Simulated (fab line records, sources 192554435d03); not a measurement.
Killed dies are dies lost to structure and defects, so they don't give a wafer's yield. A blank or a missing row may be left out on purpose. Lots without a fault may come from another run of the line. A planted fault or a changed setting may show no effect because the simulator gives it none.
fab line records | flow n5_finfet
record lots=22 wafers=66 last_day=17
route steps=1938 shown BEOL_M13@1673 BEOL_M14@1731
lots that met no fault: from a run of the same line without faults
start_h: hours from the record's first day to the start of the lot's first wafer shown | wait_h: hours since the lot's step before | " the same as in the row above | L1.1+2: a row that stands for several wafers | - no value, or no start given | * or withheld: withheld | < > ~ a bound
route shown NAME@n: a module of which the file shows steps, and the number in the route of the first | usual: mean/standard deviation of fault-free wafers | same: alike in all rows | chamber/n: place in a boat | sites: the reading at each site | _std_site: their standard deviation | _edge_site: outer sites' mean less inner sites' | radius_mm: how far each site lies from the wafer's centre | mask NAME#n: copy n | behind: the tool/chamber that last shaped the wafer | hold: why the lot was held/for how many hours/how that ended | device: the transistor (n, p or np) that didn't switch | end of line: the same wafers' tests at the end of the route | a step without rows: its recipe alone | killed: dies lost to structure and defects at the first sort, not the wafer's yield | map: a wafer's dies, x killed, . not, _ none there
set.NAME: the setting as run; set.NAME@STEP: as run at that earlier step | model.NAME: the simulator's own value behind a step, which no gauge read
steps of the route over a sample of lots; a table a step, a row a wafer
services: from which hour (start_h, from the record's first day; less than 0 if before it) a tool's chamber was out of use, for how many hours, and why
## steps
# step N5_BEOL_M13_ETCH_59
# recipe chemistry=N2/H2 target=BARC target_depth_a=890 overetch_a=267 time_s=67.9 ion_energy_ev=200 pressure_mtorr=30 source_w=840 bias_w=150 n2_flow_sccm=200 h2_flow_sccm=200
# usual drypump_motor_current_A=5.51/0.26 h2_flow_sccm=200.1/0.59 oes_product_au=0.69/0.071 rf_vpp_V=523.7/2.2 showerhead_plenum_p_Torr=2.53/0.075 throttle_valve_pct=17.80/0.23
# columns lot.wafer tool chamber start_h wait_h drypump_motor_current_A h2_flow_sccm oes_product_au rf_hours_counter_h rf_vpp_V showerhead_plenum_p_Torr throttle_valve_pct
L074.1 rie_diel-01 1 231.58 0.0 5.46 199.3 0.81 15 524.2 2.60 17.39
L074.2 " 2 " " 5.76 201.4 0.57 248 526.7 2.60 18.29
L074.5 " 2 " " 5.77 201.1 0.58 - 525.8 2.60 18.29
L076.1 rie_diel-02 3 236.66 0.0 5.33 200.5 0.64 172 520.3 2.43 17.90
L076.2 " 1 " " 5.66 199.7 0.70 79 523.1 2.47 17.85
L076.4 " 1 " " 5.66 200.1 0.70 - 519.8 2.47 17.84
L075.1 rie_diel-06 2 240.09 0.0 5.44 200.0 0.61 197 525.2 2.64 17.91
L075.2 " 1 " " 5.29 198.9 0.59 234 523.3 2.50 18.05
L075.3 " 3 " " 5.90 200.6 0.72 85 526.8 2.67 17.42
L077.2 rie_diel-01 0 243.92 0.0 5.43 199.2 0.64 172 520.6 2.43 17.95
L077.3 " 3 " " 5.16 199.9 0.71 74 525.1 2.56 17.94
L077.5 " 0 " " 5.40 200.2 0.64 - 521.3 2.43 17.94
L078.2 rie_diel-02 0 263.65 0.0 5.12 201.3 0.81 4 525.1 2.60 17.67
L078.3 " 3 " " 5.38 200.2 0.64 180 522.1 2.42 17.92
L078.6 " 3 " " 5.35 200.7 0.64 - 521.3 2.42 17.93
L079.1 rie_diel-02 0 274.45 0.0 5.10 200.2 0.79 7 526.7 2.60 17.67
L079.4 " 3 " " 5.37 199.7 0.63 183 520.9 2.42 17.93
L079.6 " 3 " " 5.34 200.4 0.63 - 520.8 2.42 17.93
L080.4 rie_diel-01 3 276.89 0.0 5.17 199.6 0.70 84 523.9 2.56 17.96
L080.5 " 3 " " 5.18 200.4 0.70 - 525.9 2.56 17.95
L080.6 " 0 " " 5.40 200.5 0.64 - 520.7 2.42 17.97
L081.3 rie_diel-02 3 280.63 0.0 5.34 199.8 0.63 186 520.2 2.42 17.92
L081.4 " 2 " " 5.85 200.1 0.69 108 522.9 2.56 17.41
L081.5 " 0 " " 5.12 199.8 0.79 - 526.6 2.60 17.67
L084.1 rie_diel-02 3 293.75 0.0 5.35 199.4 0.63 191 520.9 2.42 17.95
L084.2 " 0 " " 5.08 199.2 0.78 16 524.7 2.60 17.69
L084.6 " 1 " " 5.65 199.7 0.68 - 521.8 2.46 17.89
L082.1 rie_diel-06 0 297.49 0.0 5.78 200.3 0.83 5 521.3 2.51 17.74
L082.2 " 2 " " 5.45 199.5 0.60 215 525.6 2.63 17.94
L082.6 " 0 " " 5.79 201.3 0.82 - 523.7 2.51 17.74
L085.1 rie_diel-02 3 309.42 0.0 5.33 199.8 0.63 196 521.3 2.42 17.94
L085.5 " 0 " " 5.09 200.2 0.77 - 525.4 2.60 17.71
L085.6 " 1 " " 5.67 200.1 0.68 - 522.5 2.46 17.89
L087.1 rie_diel-06 0 316.02 0.0 5.76 200.6 0.79 11 521.2 2.50 17.74
L087.5 " 0 " " 5.75 199.9 0.81 - 522.1 2.50 17.74
L087.6 " 3 " " 5.89 200.3 0.69 - 527.6 2.66 17.48
L089.1 rie_diel-06 2 324.97 0.0 5.44 199.2 0.60 224 525.5 2.63 17.97
L089.3 " 1 " " 5.30 200.0 0.57 246 522.2 2.50 18.08
L089.4 " 0 " " 5.81 200.5 0.79 13 523.1 2.50 17.73
L088.1 rie_diel-01 3 339.91 0.0 5.15 199.5 0.68 103 523.9 2.55 17.98
L088.4 " 0 " " 5.41 200.2 0.62 201 520.7 2.41 18.00
L088.5 " 3 " " 5.15 200.0 0.69 - 525.6 2.55 17.97
L090.3 rie_diel-06 2 343.21 0.0 5.45 199.0 0.59 - 524.8 2.63 17.95
L090.5 " 2 " " 5.45 199.6 0.59 - 525.2 2.63 17.96
L090.6 " 0 " " 5.81 200.3 0.78 - 522.8 2.50 17.77
L092.2 rie_diel-02 0 346.80 0.0 5.10 199.7 0.74 31 525.3 2.59 17.70
L092.4 " 1 " " 5.67 199.7 0.67 113 520.8 2.46 17.92
L092.6 " 2 " " 5.83 200.0 0.68 - 523.5 2.56 17.44
L091.1 rie_diel-01 1 348.62 0.0 5.49 200.4 0.77 45 525.3 2.59 17.44
L091.4 " 2 " " 5.73 200.2 0.76 27 526.0 2.58 17.92
L091.5 " 0 " " 5.43 200.5 0.62 - 521.3 2.41 18.01
L093.1 rie_diel-06 0 371.23 0.0 5.80 200.8 0.76 27 522.2 2.50 17.76
L093.4 " 3 " " 5.90 200.3 0.68 126 525.6 2.66 17.50
L093.6 " 2 " " 5.43 199.9 0.58 - 526.5 2.62 17.96
L094.1 rie_diel-01 3 374.36 0.0 5.17 201.0 0.68 113 525.2 2.55 18.01
L094.2 " 1 " " 5.47 200.4 0.75 53 526.3 2.58 17.45
L094.6 " 0 " " 5.43 200.2 0.61 - 520.3 2.41 18.03
L097.1 rie_diel-01 3 376.15 0.0 5.16 199.9 0.68 113 524.3 2.55 18.00
L097.2 " 1 " " 5.48 199.4 0.75 54 526.0 2.58 17.44
L097.3 " 2 " " 5.81 199.6 0.76 36 527.3 2.58 17.92
L095.3 rie_diel-01 2 379.87 0.0 5.80 200.5 0.75 37 525.6 2.58 17.91
L095.5 " 3 " " 5.15 199.8 0.68 - 524.0 2.55 18.02
L095.6 " 2 " " 5.76 200.7 0.76 - 525.3 2.58 17.92
L096.1 rie_diel-06 1 382.56 0.0 5.33 200.3 0.82 9 521.6 2.49 17.65
L096.4 " 0 " " 5.79 200.1 0.76 31 521.9 2.50 17.77
L096.6 " 1 " " 5.31 200.3 0.83 - 522.7 2.49 17.65
# step N5_BEOL_M13_TRENCH_ETCH_34
# recipe chemistry=C4F8/O2/Ar target=SiOC target_depth_a=4134.7 mask_material=SOC pressure_mtorr=30 source_w=3000 bias_w=700 Ar_flow_sccm=400 C4F8_flow_sccm=15 O2_flow_sccm=8 he_inner_torr=15 he_outer_torr=30 time_s=162.6 ion_energy_ev=250
# usual C4F8_flow_sccm=15.00/0.042 drypump_motor_current_A=5.52/0.25 mfc_ar_sccm=399.9/1.1 oes_product_au=0.81/0.09 rf_vpp_V=665.4/2.7 showerhead_plenum_p_Torr=3.41/0.11 throttle_valve_pct=24.10/0.26
# columns lot.wafer tool chamber start_h wait_h C4F8_flow_sccm drypump_motor_current_A mfc_ar_sccm oes_product_au rf_hours_counter_h rf_vpp_V showerhead_plenum_p_Torr throttle_valve_pct
L074.1 rie_diel-02 1 233.11 0.0 15.02 5.66 400.2 0.80 78 661.8 3.30 24.14
L074.2 " 0 " " 14.96 5.15 400.0 0.67 250 668.9 3.48 24.25
L074.5 " 1 " " 15.08 5.67 401.9 0.81 - 663.2 3.30 24.12
L076.1 rie_diel-02 3 238.10 0.0 15.07 5.35 400.8 0.74 172 661.2 3.26 24.17
L076.2 " 2 " " 14.99 5.85 397.4 0.81 94 666.1 3.43 23.64
L076.4 " 2 " " 14.99 5.85 399.8 0.82 - 665.3 3.43 23.63
L075.1 rie_diel-06 0 241.40 0.0 15.02 5.77 400.0 0.69 246 664.1 3.39 24.51
L075.2 " 2 " " 14.98 5.44 399.8 0.72 198 667.8 3.51 23.94
L075.3 " 3 " " 14.94 5.90 398.3 0.85 86 670.3 3.62 23.98
L077.2 rie_diel-06 1 245.37 0.0 14.98 5.34 402.4 0.67 235 663.3 3.35 24.24
L077.3 " 2 " " 15.15 5.42 400.4 0.72 199 669.6 3.51 23.91
L077.5 " 0 " " 15.01 5.77 399.3 0.68 - 664.4 3.39 24.51
L078.2 rie_diel-01 1 265.11 0.0 14.99 5.51 400.8 0.93 27 666.1 3.48 23.74
L078.3 " 0 " " 15.05 5.41 397.7 0.75 179 662.0 3.26 24.24
L078.6 " 0 " " 15.08 5.41 397.2 0.74 - 661.2 3.26 24.23
L079.1 rie_diel-02 3 276.20 0.0 14.99 5.34 401.3 0.73 185 660.4 3.26 24.20
L079.4 " 0 " " 14.98 5.14 400.6 0.92 9 667.4 3.48 23.91
L079.6 " 3 " " 15.02 5.33 402.2 0.73 - 661.6 3.26 24.18
L080.4 rie_diel-02 0 278.35 0.0 15.05 5.12 400.3 0.92 9 667.9 3.48 23.89
L080.5 " 0 " " 15.02 5.14 400.3 0.92 - 667.2 3.48 23.89
L080.6 " 3 " " 15.01 5.35 401.6 0.73 - 662.1 3.25 24.18
L081.3 rie_diel-02 0 282.11 0.0 15.00 5.13 398.7 0.92 11 667.7 3.48 23.90
L081.4 " 2 " " 15.01 5.86 399.5 0.81 108 665.1 3.42 23.65
L081.5 " 0 " " 15.01 5.12 400.9 0.92 - 666.6 3.48 23.89
L084.1 rie_diel-01 0 295.27 0.0 15.06 5.43 401.1 0.73 186 662.3 3.26 24.25
L084.2 " 2 " " 14.97 5.78 399.7 0.96 9 666.5 3.52 24.52
L084.6 " 0 " " 15.05 5.44 400.2 0.73 - 660.4 3.26 24.24
L082.1 rie_diel-01 2 298.89 0.0 14.95 5.78 402.2 0.96 11 667.3 3.52 24.50
L082.2 " 1 " " 14.98 5.50 398.7 0.91 35 666.8 3.48 23.76
L082.6 " 3 " " 15.01 5.17 400.4 0.81 - 666.3 3.46 24.55
L085.1 rie_diel-06 0 310.73 0.0 14.97 5.78 400.3 0.95 9 663.7 3.39 24.21
L085.5 " 0 " " 15.01 5.78 399.6 0.95 - 663.4 3.39 24.23
L085.6 " 1 " " 14.96 5.27 399.4 0.66 - 664.8 3.35 24.25
L087.1 rie_diel-02 2 317.72 0.0 15.00 5.84 400.7 0.80 120 665.6 3.41 23.65
L087.5 " 1 " " 15.06 5.70 397.2 0.79 - 661.7 3.29 24.16
L087.6 " 0 " " 15.01 5.12 398.9 0.89 - 668.5 3.47 23.91
L089.1 rie_diel-06 3 326.40 0.0 15.02 5.90 398.5 0.81 113 669.9 3.61 24.02
L089.3 " 2 " " 15.02 5.43 401.1 0.70 225 667.9 3.49 23.98
L089.4 " 1 " " 14.98 5.33 398.5 0.67 246 664.1 3.35 24.25
L088.1 rie_diel-02 3 341.22 0.0 15.05 5.33 398.8 0.72 204 660.9 3.25 24.21
L088.4 " 0 " " 15.02 5.12 400.6 0.87 30 666.9 3.47 23.94
L088.5 " 3 " " 15.05 5.33 399.4 0.72 - 661.5 3.25 24.23
L090.3 rie_diel-01 2 345.16 0.0 15.00 5.78 400.4 0.89 26 667.4 3.51 24.52
L090.5 " 1 " " 15.06 5.47 398.7 0.89 - 667.3 3.47 23.75
L090.6 " 2 " " 15.03 5.76 400.4 0.91 - 666.4 3.51 24.50
L092.2 rie_diel-06 2 348.98 0.1 15.00 5.41 399.3 0.69 - 667.2 3.49 23.98
L092.4 " 2 " " 14.95 5.42 398.5 0.69 - 667.0 3.49 23.98
L092.6 " 2 " " 15.06 5.44 398.8 0.69 - 668.1 3.49 23.96
L091.1 rie_diel-02 2 350.06 0.0 14.96 5.86 399.7 0.78 129 666.5 3.41 23.65
L091.4 " 1 " " 14.97 5.64 401.5 0.77 114 662.8 3.28 24.16
L091.5 " 1 " " 14.97 5.65 399.3 0.76 - 663.0 3.28 24.17
L093.1 rie_diel-01 3 372.58 0.0 14.95 5.19 400.2 0.79 112 666.9 3.45 24.57
L093.4 " 2 " " 14.93 5.73 397.8 0.89 34 667.5 3.50 24.53
L093.6 " 1 " " 15.05 5.49 400.8 0.88 - 665.7 3.47 23.77
L094.1 rie_diel-06 3 375.79 0.0 14.99 5.89 400.4 0.78 128 669.1 3.60 24.03
L094.2 " 0 " " 15.00 5.83 399.7 0.90 29 665.1 3.38 24.24
L094.6 " 0 " " 14.98 5.80 398.6 0.89 - 664.1 3.38 24.26
L097.1 rie_diel-06 3 377.59 0.0 15.08 5.89 400.5 0.78 128 668.9 3.60 24.04
L097.2 " 1 " " 14.96 5.38 401.8 0.98 7 664.3 3.34 23.93
L097.3 " 0 " " 14.95 5.83 400.5 0.90 30 665.3 3.38 24.25
L095.3 rie_diel-02 0 381.30 0.0 14.95 5.13 400.1 0.86 42 667.1 3.46 23.94
L095.5 " 1 " " 15.04 5.65 400.1 0.77 - 662.8 3.28 24.18
L095.6 " 2 " " 14.97 5.86 400.2 0.78 - 667.2 3.40 23.70
L096.1 rie_diel-01 1 384.00 0.0 15.01 5.51 398.6 0.87 57 666.1 3.47 23.79
L096.4 " 3 " " 14.99 5.17 402.3 0.77 116 665.3 3.45 24.57
L096.6 " 3 " " 15.00 5.16 401.5 0.78 - 665.4 3.45 24.57
# step N5_BEOL_M13_DEGAS_41
# recipe ambient=vacuum temp_c=250 time_s=60
# usual heater_power_w=325/21
# columns lot.wafer tool chamber start_h wait_h heater_power_w
L074.1 pvd_sputter-01 - 235.15 0.4 317
L074.2 " - " " 327
L074.5 " - " " 312
L076.1 pvd_sputter-01 - 238.63 0.1 324
L076.2 " - " " 325
L076.4 " - " " 362
L075.1 pvd_sputter-02 - 242.45 0.3 349
L075.2 " - " " 303
L075.3 " - " " 303
L077.2 pvd_sputter-01 - 247.54 0.2 359
L077.3 " - " " 331
L077.5 " - " " 333
L078.2 pvd_sputter-02 - 266.55 0.1 306
L078.3 " - " " 355
L078.6 " - " " 301
L079.1 pvd_sputter-03 - 278.78 0.3 370
L079.4 " - " " 355
L079.6 " - " " 352
L080.4 pvd_sputter-02 - 281.35 2.0 305
L080.5 " - " " 309
L080.6 " - " " 294
L081.3 pvd_sputter-02 - 283.11 0.3 352
L081.4 " - " " 305
L081.5 " - " " 301
L084.1 pvd_sputter-01 - 296.66 0.6 307
L084.2 " - " " 319
L084.6 " - " " 323
L082.1 pvd_sputter-01 - 299.50 0.2 357
L082.2 " - " " 316
L082.6 " - " " 333
L085.1 pvd_sputter-02 - 313.09 0.2 306
L085.5 " - " " 309
L085.6 " - " " 351
L087.1 pvd_sputter-03 - 322.63 0.2 382
L087.5 " - " " 356
L087.6 " - " " 311
L089.1 pvd_sputter-01 - 327.34 0.2 323
L089.3 " - " " 306
L089.4 " - " " 358
L088.1 pvd_sputter-02 - 344.39 1.6 351
L088.4 " - " " 305
L088.5 " - " " 306
L090.3 pvd_sputter-01 - 345.95 0.3 316
L090.5 " - " " 332
L090.6 " - " " 345
L092.2 pvd_sputter-02 - 353.34 0.4 354
L092.4 " - " " 315
L092.6 " - " " 360
L091.1 pvd_sputter-01 - 353.51 0.1 352
L091.4 " - " " 314
L091.5 " - " " 303
L093.1 pvd_sputter-02 - 373.77 0.3 312
L093.4 " - " " 308
L093.6 " - " " 306
L094.1 pvd_sputter-02 - 377.49 0.3 309
L094.2 " - " " 304
L094.6 " - " " 309
L097.1 pvd_sputter-01 - 378.15 0.0 354
L097.2 " - " " 331
L097.3 " - " " 327
L095.3 pvd_sputter-01 - 382.59 0.8 349
L095.5 " - " " 309
L095.6 " - " " 323
L096.1 pvd_sputter-01 - 386.93 0.1 350
L096.4 " - " " 322
L096.6 " - " " 308
# step N5_BEOL_M13_THK_MEAS_50
# recipe thk_meas_gauge=xrf reads=Cu_of_BEOL_M13_ECD_47
# usual M13_THK=427/6.3
# columns lot.wafer tool chamber start_h wait_h M13_THK[nm]
L074.1 film_metro-01 - 236.28 - 425
L074.2 " - " " 420
L074.5 " - " " 425
L076.1 film_metro-01 - 239.76 - 422
L076.2 " - " " 427
L076.4 " - " " 427
L075.1 film_metro-02 - 243.56 - 429
L075.2 " - " " 440
L075.3 " - " " 438
L077.2 film_metro-01 - 248.67 - 417
L077.3 " - " " 427
L077.5 " - " " 416
L078.2 film_metro-02 - 268.31 - 434
L078.3 " - " " 427
L078.6 " - " " 426
L079.1 film_metro-02 - 279.89 - 420
L079.4 " - " " 429
L079.6 " - " " 422
L080.4 film_metro-01 - 282.47 - 432
L080.5 " - " " 426
L080.6 " - " " 417
L081.3 film_metro-02 - 284.73 - 435
L081.4 " - " " 433
L081.5 " - " " 434
L084.1 film_metro-01 - 297.77 - 432
L084.2 " - " " 444
L084.6 " - " " 424
L082.1 film_metro-02 - 300.76 - 438
L082.2 " - " " 427
L082.6 " - " " 424
L085.1 film_metro-02 - 314.20 - 438
L085.5 " - " " 437
L085.6 " - " " 419
L087.1 film_metro-02 - 323.75 - 431
L087.5 " - " " 427
L087.6 " - " " 433
L089.1 film_metro-01 - 328.96 - 428
L089.3 " - " " 429
L089.4 " - " " 420
L088.1 film_metro-02 - 345.52 - 420
L088.4 " - " " 435
L088.5 " - " " 423
L090.3 film_metro-01 - 347.56 - 423
L090.5 " - " " 423
L090.6 " - " " 429
L092.2 film_metro-02 - 354.54 - 428
L092.4 " - " " 428
L092.6 " - " " 428
L091.1 film_metro-02 - 355.20 0.3 428
L091.4 " - " " 425
L091.5 " - " " 422
L093.1 film_metro-02 - 374.98 - 429
L093.4 " - " " 439
L093.6 " - " " 429
L094.1 film_metro-02 - 378.66 - 424
L094.2 " - " " 432
L094.6 " - " " 430
L097.1 film_metro-02 - 379.27 - 427
L097.2 " - " " 436
L097.3 " - " " 438
L095.3 film_metro-01 - 383.73 - 435
L095.5 " - " " 427
L095.6 " - " " 428
L096.1 film_metro-01 - 388.04 - 420
L096.4 " - " " 412
L096.6 " - " " 415
# step N5_BEOL_M13_RS_MEAS_54
# recipe thk_meas_gauge=four-point-probe reads=Cu_of_BEOL_M13_ECD_47+Ta_of_BEOL_M13_SPUTTER_44+TaN_of_BEOL_M13_SPUTTER_43
# usual M13_RS=0.0450/0.00066
# columns lot.wafer tool chamber start_h wait_h M13_RS[ohm/sq]
L074.1 film_metro-01 - 236.41 0.0 0.0456
L074.2 " - " " 0.0460
L074.5 " - " " 0.0455
L076.1 film_metro-01 - 239.89 0.0 0.0460
L076.2 " - " " 0.0455
L076.4 " - " " 0.0450
L075.1 film_metro-02 - 243.69 0.0 0.0450
L075.2 " - " " 0.0437
L075.3 " - " " 0.0441
L077.2 film_metro-02 - 248.80 0.1 0.0458
L077.3 " - " " 0.0446
L077.5 " - " " 0.0459
L078.2 film_metro-02 - 268.44 0.1 0.0442
L078.3 " - " " 0.0450
L078.6 " - " " 0.0450
L079.1 film_metro-01 - 280.05 0.1 0.0462
L079.4 " - " " 0.0451
L079.6 " - " " 0.0459
L080.4 film_metro-01 - 282.60 0.0 0.0448
L080.5 " - " " 0.0451
L080.6 " - " " 0.0462
L081.3 film_metro-01 - 284.86 0.1 0.0446
L081.4 " - " " 0.0449
L081.5 " - " " 0.0446
L084.1 film_metro-02 - 297.90 0.0 0.0451
L084.2 " - " " 0.0438
L084.6 " - " " 0.0455
L082.1 film_metro-02 - 300.90 0.0 0.0438
L082.2 " - " " 0.0448
L082.6 " - " " 0.0451
L085.1 film_metro-01 - 314.33 0.0 0.0438
L085.5 " - " " 0.0441
L085.6 " - " " 0.0457
L087.1 film_metro-01 - 323.92 0.1 0.0446
L087.5 " - " " 0.0449
L087.6 " - " " 0.0441
L089.1 film_metro-02 - 329.09 0.0 0.0448
L089.3 " - " " 0.0446
L089.4 " - " " 0.0457
L088.1 film_metro-02 - 345.65 0.0 0.0458
L088.4 " - " " 0.0444
L088.5 " - " " 0.0456
L090.3 film_metro-02 - 347.69 0.1 0.0451
L090.5 " - " " 0.0450
L090.6 " - " " 0.0446
L092.2 film_metro-01 - 354.67 0.1 0.0450
L092.4 " - " " 0.0451
L092.6 " - " " 0.0454
L091.1 film_metro-02 - 355.33 0.0 0.0448
L091.4 " - " " 0.0453
L091.5 " - " " 0.0454
L093.1 film_metro-01 - 375.11 0.0 0.0451
L093.4 " - " " 0.0441
L093.6 " - " " 0.0448
L094.1 film_metro-02 - 378.79 0.0 0.0451
L094.2 " - " " 0.0442
L094.6 " - " " 0.0445
L097.1 film_metro-02 - 379.40 0.0 0.0454
L097.2 " - " " 0.0441
L097.3 " - " " 0.0444
L095.3 film_metro-01 - 383.86 0.1 0.0442
L095.5 " - " " 0.0450
L095.6 " - " " 0.0448
L096.1 film_metro-02 - 388.17 0.0 0.0453
L096.4 " - " " 0.0462
L096.6 " - " " 0.0456
# step N5_BEOL_M14_VIA_ETCH_16
# recipe chemistry=C4F8/O2/Ar target=SiO2 he_inner_torr=15 he_outer_torr=30 target_depth_a=12313 time_s=withheld ion_energy_ev=800 pressure_mtorr=20 source_w=1905 bias_w=2040 Ar_flow_sccm=400 C4F8_flow_sccm=16 O2_flow_sccm=12 ends=cleared
# usual C4F8_flow_sccm=16.00/0.049 drypump_motor_current_A=6.0/0.44 mfc_ar_sccm=400.1/1.2 oes_ar_750_au=0.82/0.097 oes_product_au=0.74/0.091 rf_vpp_V=2216/31 showerhead_plenum_p_Torr=3.45/0.11 throttle_valve_pct=30.7/0.34
# columns lot.wafer tool chamber start_h wait_h C4F8_flow_sccm drypump_motor_current_A mfc_ar_sccm oes_ar_750_au oes_product_au rf_vpp_V showerhead_plenum_p_Torr throttle_valve_pct
L074.1 rie_diel-05 1 237.14 0.0 15.96 5.0 396.9 0.70 0.63 2165 3.40 30.6
L074.2 " 3 " " 16.01 6.1 398.9 0.69 0.61 2158 3.52 30.6
L074.5 " 1 " " 15.97 5.0 398.4 0.70 0.62 2165 3.40 30.6
L076.1 rie_diel-04 2 240.88 0.0 15.93 6.4 403.2 0.69 0.62 2184 3.37 31.0
L076.2 " 0 " " 15.95 6.6 399.5 0.69 0.61 2249 3.53 30.5
L076.4 " 3 " " 16.02 6.1 398.1 0.78 0.69 2267 3.32 30.7
L075.1 rie_diel-03 0 244.43 0.0 16.04 5.3 399.6 0.70 0.63 2209 3.42 30.9
L075.2 " 3 " " 16.08 5.5 399.1 0.84 0.77 2236 3.38 31.1
L075.3 " 2 " " 16.07 6.0 399.1 0.69 0.62 2230 3.53 31.5
L077.2 rie_diel-04 3 249.65 0.0 16.10 6.1 399.9 0.77 0.69 2267 3.32 30.7
L077.3 " 0 " " 15.98 6.6 398.8 0.68 0.60 2250 3.53 30.5
L077.5 " 0 " " 15.98 6.6 399.3 0.68 0.61 2247 3.53 30.5
L078.2 rie_diel-04 3 269.30 0.0 15.91 6.1 399.2 0.76 0.69 2266 3.31 30.7
L078.3 " 0 " " 15.93 6.6 400.7 0.68 0.60 2249 3.53 30.5
L078.6 " 1 " " 15.98 6.1 403.3 0.98 0.88 2212 3.51 30.3
L079.1 rie_diel-05 2 281.08 0.0 15.95 6.0 401.7 0.94 0.84 2229 3.63 30.8
L079.4 " 0 " " 15.97 5.8 398.4 0.96 0.87 2193 3.63 30.2
L079.6 " 1 " " 16.04 5.0 401.8 0.69 0.62 2165 3.39 30.6
L080.4 rie_diel-04 1 283.64 0.1 15.92 6.1 398.9 0.95 0.85 2213 3.50 30.3
L080.5 " 0 " " 16.03 6.6 401.9 0.67 0.60 2247 3.52 30.5
L080.6 " 3 " " 15.94 6.1 400.8 0.76 0.68 2268 3.31 30.7
L081.3 rie_diel-04 1 285.88 0.0 15.95 6.1 401.0 0.94 0.85 2212 3.50 30.3
L081.4 " 3 " " 15.95 6.1 401.0 0.76 0.68 2267 3.31 30.7
L081.5 " 1 " " 15.96 6.1 400.5 0.94 0.85 2213 3.50 30.3
L084.1 rie_diel-05 0 298.72 0.0 15.95 5.9 398.7 0.93 0.85 2192 3.63 30.2
L084.2 " 2 " " 15.97 5.9 402.8 0.91 0.83 2230 3.63 30.8
L084.6 " 0 " " 15.92 5.9 399.3 0.93 0.85 2193 3.63 30.2
L082.1 rie_diel-03 3 301.63 0.0 16.07 5.5 401.6 0.82 0.76 2236 3.37 31.1
L082.2 " 1 " " 16.03 6.6 398.7 0.82 0.73 2197 3.34 30.6
L082.6 " 1 " " 15.91 6.6 398.1 0.82 0.73 2198 3.34 30.6
L085.1 rie_diel-03 1 315.07 0.0 15.98 6.6 400.5 0.81 0.72 2199 3.34 30.6
L085.5 " 1 " " 15.97 6.6 399.8 0.81 0.72 2198 3.34 30.6
L085.6 " 0 " " 16.02 5.4 402.2 0.68 0.61 2206 3.40 30.9
L087.1 rie_diel-05 0 324.65 0.0 15.94 5.9 398.9 0.91 0.83 2193 3.62 30.2
L087.5 " 3 " " 15.96 6.2 401.7 0.93 0.83 2157 3.51 30.2
L087.6 " 2 " " 16.02 5.9 399.7 0.91 0.82 2230 3.62 30.8
L089.1 rie_diel-05 2 329.95 0.0 16.01 5.9 398.7 0.90 0.81 2228 3.62 30.8
L089.3 " 0 " " 16.06 5.9 397.9 0.90 0.82 2193 3.62 30.2
L089.4 " 0 " " 16.07 5.9 400.7 0.90 0.82 2192 3.62 30.2
L088.1 rie_diel-04 0 346.54 0.0 16.02 6.6 400.6 0.93 0.85 2248 3.51 30.5
L088.4 " 1 " " 15.99 6.1 398.4 0.89 0.80 2211 3.49 30.3
L088.5 " 3 " " 15.96 6.1 400.3 0.75 0.66 2267 3.30 30.7
L090.3 rie_diel-03 3 348.55 0.0 16.03 5.5 399.4 0.80 0.73 2236 3.36 31.1
L090.5 " 0 " " 16.01 5.3 397.9 0.68 0.61 2206 3.40 30.9
L090.6 " 3 " " 16.05 5.5 399.0 0.80 0.73 2234 3.36 31.1
L092.2 rie_diel-03 1 355.53 0.0 15.96 6.6 399.5 0.80 0.72 2198 3.33 30.6
L092.4 " 0 " " 16.02 5.4 400.2 0.68 0.61 2206 3.40 31.0
L092.6 " 0 " " 16.00 5.4 399.2 0.68 0.61 2207 3.40 31.0
L091.1 rie_diel-04 2 356.18 0.0 15.97 6.4 400.5 0.90 0.81 2183 3.35 30.7
L091.4 " 1 " " 15.95 6.1 399.9 0.89 0.79 2211 3.49 30.3
L091.5 " 1 " " 16.02 6.1 400.0 0.88 0.80 2211 3.49 30.3
L093.1 rie_diel-04 2 375.97 0.0 15.94 6.3 400.4 0.89 0.80 2181 3.34 30.8
L093.4 " 3 " " 15.96 6.1 400.2 0.74 0.66 2264 3.29 30.7
L093.6 " 2 " " 15.89 6.4 399.8 0.88 0.80 2181 3.34 30.8
L094.1 rie_diel-03 1 379.65 0.0 16.02 6.6 400.1 0.80 0.70 2196 3.33 30.6
L094.2 " 2 " " 15.99 6.0 401.6 0.87 0.80 2228 3.50 31.4
L094.6 " 3 " " 15.95 5.5 399.4 0.79 0.72 2232 3.35 31.1
L097.1 rie_diel-03 3 380.40 0.0 15.99 5.5 402.5 0.79 0.72 2234 3.35 31.1
L097.2 " 1 " " 15.96 6.6 400.3 0.78 0.71 2197 3.33 30.6
L097.3 " 2 " " 16.06 6.0 399.1 0.87 0.79 2227 3.50 31.4
L095.3 rie_diel-04 1 384.72 0.0 16.13 6.1 400.7 0.87 0.78 2211 3.48 30.3
L095.5 " 1 " " 16.06 6.1 401.4 0.87 0.78 2213 3.48 30.3
L095.6 " 0 " " 16.04 6.6 399.1 0.89 0.82 2245 3.51 30.5
L096.1 rie_diel-05 2 389.03 0.0 16.01 5.9 400.4 0.87 0.78 2227 3.61 30.8
L096.4 " 3 " " 16.00 6.1 400.3 0.87 0.77 2156 3.49 30.2
L096.6 " 2 " " 15.99 5.9 400.4 0.87 0.78 2227 3.61 30.8
## services
# columns tool chamber start_h hours kind
rie_diel-04 - 223.43 2.3 repair
rie_diel-02 0 233.89 - clean
rie_diel-02 0 233.89 - consumable_replace:focus_ring
rie_diel-02 0 233.89 14.9 scheduled_down
rie_diel-02 0 233.89 14.9 vent_cycle
pvd_sputter-03 - 235.09 39.9 repair
rie_diel-01 2 235.33 5.0 repair
rie_diel-01 2 242.52 - clean
rie_diel-01 2 242.52 - consumable_replace:focus_ring
rie_diel-01 2 242.52 17.4 scheduled_down
rie_diel-01 2 242.52 17.4 vent_cycle
rie_diel-03 1 242.80 8.4 repair
rie_diel-02 1 243.32 8.0 repair
rie_diel-04 3 254.77 12.9 repair
rie_diel-06 0 260.74 - clean
rie_diel-06 0 260.74 - consumable_replace:focus_ring
rie_diel-06 0 260.74 22.9 scheduled_down
rie_diel-03 3 308.90 6.4 repair
rie_diel-01 1 313.05 21.1 repair
rie_diel-04 3 323.50 7.8 repair
rie_diel-04 0 329.44 10.8 repair
rie_diel-03 0 331.16 12.6 repair
rie_diel-06 3 342.18 7.7 repair
rie_diel-06 0 344.37 5.4 repair
## key
fault none
